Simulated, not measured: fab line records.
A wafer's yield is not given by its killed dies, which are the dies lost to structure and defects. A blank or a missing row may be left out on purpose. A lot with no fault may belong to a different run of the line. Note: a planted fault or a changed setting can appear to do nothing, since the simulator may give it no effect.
fab line records -- flow nand-harc -- part 2 of 2: steps 24 to 31 of 31
record lots=5, wafers=15, last-day=25
route steps=1159 shown A_CONTACT@890
lots that met no fault: taken from a fault-free run of the same line
start-h: hours from the record's first day to the start of the lot's first wafer shown -- wait-h: hours since the lot's step before -- " the same as in the row above -- L1.1+2: several wafers, shown together as one row -- - either no value or no given start -- * or withheld: withheld -- < > ~ a bound
route shown NAME@n: names a module that has steps shown in the file, with the first one's number in the route -- usual: mean and standard deviation over wafers with no fault -- same: alike in all rows -- chamber/n: place in a boat -- sites: the reading at each site -- _std_site: the standard deviation of these -- _edge_site: inner sites' mean taken away from outer sites' mean -- radius-mm: how far each site lies from the wafer's centre -- mask NAME#n: copy n -- behind: the tool/chamber that last shaped the wafer -- hold: the reason the lot was held/the length of the hold in hours/how it ended -- device: the transistor (n, p or np) that didn't switch -- end of line: the tests these same wafers got at the end of their route -- a step given without rows: its recipe and nothing more -- killed: dies lost to structure and defects at the first sort, not the wafer's yield -- map: the dies of a wafer, with x for killed, . for not killed, _ for no die there
set.NAME: the setting the step ran with; set.NAME@STEP: the setting that earlier step ran with -- model.NAME: the simulator's own value behind a step, which no gauge read
a table for each step, a row for each wafer; lots at some steps of the route
services: when a tool's chamber went out of use (start-h, in hours from the record's first day, below 0 if earlier), for how many hours, and the reason
## steps
# step NHARC_A_CONTACT_ETCH_133
# recipe source-w=withheld, pressure-mtorr=20, bias-v=400, time-s=195, target-depth-a=8400, ar-flow-sccm=withheld, c4f8-flow-sccm=11.5, o2-flow-sccm=7.2, chemistry=C4F8/O2/Ar
lot.wafer,tool,chamber,start-h,wait-h,rf-hours-counter-h
L076.2,har-cap-etch-02,0,391.54,0.1,16
L076.4,har-cap-etch-02,1,391.54,0.1,-
L076.6,har-cap-etch-02,1,391.54,0.1,-
L078.1,har-cap-etch-02,0,408.79,0.1,18
L078.2,har-cap-etch-02,1,408.79,0.1,18
L078.5,har-cap-etch-02,1,408.79,0.1,-
L083.3,har-cap-etch-03,1,433.36,0.2,-
L083.4,har-cap-etch-03,0,433.36,0.2,-
L083.6,har-cap-etch-03,1,433.36,0.2,-
L091.2,har-cap-etch-02,1,487.27,0.1,31
L091.1,har-cap-etch-02,0,487.27,0.1,31
L091.3,har-cap-etch-02,0,487.27,0.1,-
L097.2,har-cap-etch-03,0,530.27,0.1,111
L097.5,har-cap-etch-03,0,530.27,0.1,-
L097.6,har-cap-etch-03,1,530.27,0.1,-
# step NHARC_A_CONTACT_ETCH_91
# recipe target-depth-a=400, over-etch-frac=0.5, time-s=85.7, ion-energy-ev=120, ch3f-flow-sccm=50, o2-flow-sccm=30, ar-flow-sccm=200, rf-w=500, bias-w=100, chemistry=CH3F/O2
# usual drypump-motor-current-A=5.7/0.41, oes-product-au=0.95/0.037, rf-vpp-V=244.3/1.4, showerhead-plenum-p-Torr=2.46/0.085, throttle-valve-pct=20.663/0.0092
lot.wafer,tool,chamber,start-h,wait-h,drypump-motor-current-A,oes-product-au,rf-hours-counter-h,rf-vpp-V,showerhead-plenum-p-Torr,throttle-valve-pct
L076.4,rie-diel-01,0,392.06,0.4,5.8,1.01,28,245.3,2.52,20.653
L076.2,rie-diel-01,2,392.06,0.4,5.2,1.01,26,244.7,2.51,20.664
L076.6,rie-diel-01,1,392.06,0.4,5.0,1.02,-,244.6,2.39,20.665
L078.1,rie-diel-01,2,409.42,0.6,5.2,1.01,33,246.1,2.50,20.662
L078.2,rie-diel-01,3,409.42,0.6,6.6,0.99,36,245.0,2.55,20.656
L078.5,rie-diel-01,0,409.42,0.6,5.8,0.97,-,245.0,2.52,20.663
L083.3,rie-diel-13,1,433.97,0.6,5.6,0.92,30,245.1,2.56,20.654
L083.4,rie-diel-13,3,433.97,0.6,5.9,0.93,35,244.4,2.48,20.651
L083.6,rie-diel-13,0,433.97,0.6,5.7,0.92,-,241.4,2.28,20.667
L091.2,rie-diel-13,2,487.84,0.5,5.8,0.93,7,244.4,2.42,20.657
L091.1,rie-diel-13,0,487.84,0.5,5.6,0.93,5,247.4,2.66,20.664
L091.3,rie-diel-13,1,487.84,0.5,5.5,0.91,5,246.2,2.56,20.658
L097.2,rie-diel-13,2,530.97,0.7,5.8,0.94,17,243.5,2.42,20.684
L097.6,rie-diel-13,2,530.97,0.7,5.8,0.92,-,243.8,2.42,20.674
L097.5,rie-diel-13,3,530.97,0.7,5.8,0.93,-,245.1,2.47,20.659
# step NHARC_A_CONTACT_ETCH_97
# recipe target-depth-a=200, over-etch-frac=0.5, time-s=10, ion-energy-ev=250, c4f6-flow-sccm=25, o2-flow-sccm=20, ar-flow-sccm=500, rf-w=600, bias-w=500, chemistry=C4F6/O2
# usual c4f6-flow-sccm=25.01/0.076, drypump-motor-current-A=5.7/0.41, oes-product-au=0.961/0.029, rf-vpp-V=546.8/2.8, showerhead-plenum-p-Torr=3.92/0.13, throttle-valve-pct=26.904/0.009
lot.wafer,tool,chamber,start-h,wait-h,c4f6-flow-sccm,drypump-motor-current-A,oes-product-au,rf-hours-counter-h,rf-vpp-V,showerhead-plenum-p-Torr,throttle-valve-pct
L076.2,rie-diel-01,2,-,-,24.93,5.2,1.008,26,549.2,4.00,26.893
L076.4,rie-diel-01,3,-,-,25.08,6.6,0.991,28,550.3,4.06,26.890
L076.6,rie-diel-01,0,-,-,25.13,5.9,0.976,-,550.4,4.02,26.907
L078.1,rie-diel-01,2,-,-,25.04,5.2,1.012,33,548.3,3.99,26.910
L078.2,rie-diel-01,3,-,-,25.07,6.6,0.991,36,551.4,4.06,26.903
L078.5,rie-diel-01,3,-,-,24.99,6.6,0.999,-,550.0,4.06,26.904
L083.3,rie-diel-13,3,-,-,24.93,5.8,0.938,35,548.0,3.95,26.910
L083.4,rie-diel-13,2,-,-,25.13,5.8,0.950,34,545.6,3.88,26.896
L083.6,rie-diel-13,3,-,-,24.96,5.9,0.937,-,547.3,3.95,26.915
L091.1,rie-diel-13,0,-,-,25.14,5.7,0.941,6,553.3,4.22,26.886
L091.3,rie-diel-13,1,-,-,25.08,5.5,0.920,5,549.6,4.07,26.898
L091.2,rie-diel-13,2,-,-,24.99,5.9,0.939,7,546.5,3.87,26.917
L097.2,rie-diel-13,2,-,-,24.98,5.8,0.950,17,545.2,3.86,26.898
L097.5,rie-diel-13,2,-,-,25.03,5.9,0.949,-,546.6,3.86,26.903
L097.6,rie-diel-13,3,-,-,24.99,5.9,0.958,-,546.4,3.94,26.911
# step NHARC_A_CONTACT_CD_MEAS_80
# usual cd-nm=189.7/0.84
lot.wafer,tool,chamber,start-h,wait-h,cd-nm
L076.2,cd-sem-02,-,392.28,-,190.7
L076.4,cd-sem-02,-,392.28,-,190.8
L076.6,cd-sem-02,-,392.28,-,191.1
L078.1,cd-sem-01,-,409.70,-,189.8
L078.2,cd-sem-01,-,409.70,-,189.5
L078.5,cd-sem-01,-,409.70,-,189.6
L083.3,cd-sem-01,-,434.18,-,190.0
L083.4,cd-sem-01,-,434.18,-,189.8
L083.6,cd-sem-01,-,434.18,-,190.2
L091.1,cd-sem-02,-,488.06,-,189.3
L091.2,cd-sem-02,-,488.06,-,189.2
L091.3,cd-sem-02,-,488.06,-,188.7
L097.2,cd-sem-02,-,531.20,-,188.1
L097.5,cd-sem-02,-,531.20,-,187.8
L097.6,cd-sem-02,-,531.20,-,188.2
# step NHARC_A_CONTACT_STRIP_103
# recipe n2-flow-sccm=150, h2-flow-sccm=150, ar-flow-sccm=0, bias-w=0, chemistry=N2/H2
lot.wafer,tool,chamber,start-h,wait-h
L076.4+2+6,rie-diel-01,"0,2,3",392.36,0.1
L078.2+1+5,rie-diel-13,"2,3,1",409.78,0.1
L083.4+3+6,rie-diel-13,"3,2,0",434.50,0.3
L091.1+2+3,rie-diel-01,"2,0,1",488.13,0.1
L097.2+5+6,rie-diel-13,"0,2,3",531.30,0.1
# step NHARC_A_CONTACT_STRIP_104
# recipe cf4-flow-sccm=100, chf3-flow-sccm=30, ar-flow-sccm=0, bias-w=0, chemistry=CF4/CHF3
lot.wafer,tool,chamber,start-h,wait-h
L076.2+4+6,rie-diel-01,"0,2,3",392.45,0.1
L078.2+1+5,rie-diel-13,"2,0,2",410.23,0.4
L083.4+3+6,rie-diel-13,"0,1,3",434.60,0.1
L091.2+3+1,rie-diel-01,"2,0,1",488.25,0.1
L097.2+5+6,rie-diel-13,"1,2,3",531.38,0.1
# step NHARC_A_CONTACT_STRIP_105
# recipe o2-flow-sccm=400, cos-flow-sccm=20, ar-flow-sccm=0, bias-w=0, chemistry=O2/COS
lot.wafer,tool,chamber,start-h,wait-h
L076.4+2+6,rie-diel-01,"3,0,2",392.51,0.1
L078.2+1+5,rie-diel-13,"2,3,2",410.28,0.1
L083.4+3+6,rie-diel-13,"0,3,1",434.66,0.1
L091.2+1+3,rie-diel-01,"1,2,0",488.31,0.1
L097.2+6+5,rie-diel-13,"1,1,2",531.43,0.0
# step NHARC_A_CONTACT_ETCH_106
# recipe target-depth-a=600, overetch-a=60, time-s=33, ion-energy-ev=100, cf4-flow-sccm=80, o2-flow-sccm=20, ar-flow-sccm=0, rf-w=300, bias-w=100, chemistry=CF4/O2
# usual drypump-motor-current-A=5.7/0.33, oes_f_703_au=1.000/0.0041, oes-product-au=1.002/0.013, rf-vpp-V=197.8/1.2, showerhead-plenum-p-Torr=1.34/0.05, throttle-valve-pct=13.397/0.009
lot.wafer,tool,chamber,start-h,wait-h,drypump-motor-current-A,oes_f_703_au,oes-product-au,rf-hours-counter-h,rf-vpp-V,showerhead-plenum-p-Torr,throttle-valve-pct
L076.2,rie-diel-01,1,392.58,0.1,5.0,1.000,1.017,26,197.4,1.30,13.410
L076.4,rie-diel-01,2,392.58,0.1,5.2,1.003,1.014,26,197.4,1.36,13.413
L076.6,rie-diel-01,3,392.58,0.1,6.6,0.999,0.983,-,200.1,1.39,13.401
L078.2,rie-diel-13,3,410.35,0.1,5.9,1.001,1.000,30,197.8,1.35,13.400
L078.1,rie-diel-13,1,410.35,0.1,5.5,1.001,0.993,25,198.1,1.39,13.401
L078.5,rie-diel-13,2,410.35,0.1,5.8,0.997,1.009,-,197.9,1.32,13.401
L083.3,rie-diel-13,2,434.72,0.1,5.9,1.003,1.017,34,197.4,1.32,13.401
L083.4,rie-diel-13,3,434.72,0.1,5.9,1.007,0.989,35,197.4,1.34,13.401
L083.6,rie-diel-13,2,434.72,0.1,5.9,1.002,1.011,-,198.0,1.32,13.393
L091.1,rie-diel-01,1,488.38,0.1,5.0,1.002,1.016,59,196.1,1.29,13.388
L091.3,rie-diel-01,2,488.38,0.1,5.2,0.996,1.008,55,197.7,1.35,13.395
L091.2,rie-diel-01,0,488.38,0.1,5.8,1.003,0.983,56,198.6,1.36,13.409
L097.2,rie-diel-13,0,531.51,0.1,5.7,1.005,0.994,16,197.7,1.44,13.392
L097.6,rie-diel-13,1,531.51,0.1,5.6,0.998,0.997,-,199.2,1.39,13.402
L097.5,rie-diel-13,2,531.51,0.1,5.8,1.005,1.006,-,197.8,1.31,13.409
## services
tool,chamber,start-h,hours,kind
arfi-scanner-01,-,368.00,4.0,pm
rie-diel-13,0,383.29,-,clean
rie-diel-13,1,383.29,-,clean
rie-diel-13,2,383.29,-,clean
rie-diel-13,1,390.38,7.0,repair
rie-diel-01,0,397.52,9.4,repair
arfi-scanner-03,-,397.58,8.0,repair
rie-diel-06,-,418.30,9.0,pm
rie-diel-01,2,436.81,3.8,repair
rie-diel-01,3,442.06,2.8,repair
litho-track-01,-,443.01,7.0,pm
rie-diel-13,1,443.64,8.4,repair
arfi-scanner-01,-,445.49,0.3,repair
arfi-scanner-03,-,450.02,0.5,repair
rie-diel-13,-,453.03,9.0,pm
litho-track-06,-,467.00,7.0,pm
rie-diel-01,-,471.56,2.4,repair
arfi-scanner-03,-,476.54,1.1,repair
arfi-scanner-03,-,484.00,4.0,pm
rie-diel-01,3,487.87,8.2,repair
litho-track-04,-,491.00,7.0,pm
rie-diel-01,-,491.80,9.0,pm
arfi-scanner-03,-,499.84,0.5,repair
arfi-scanner-03,-,527.90,11.8,repair
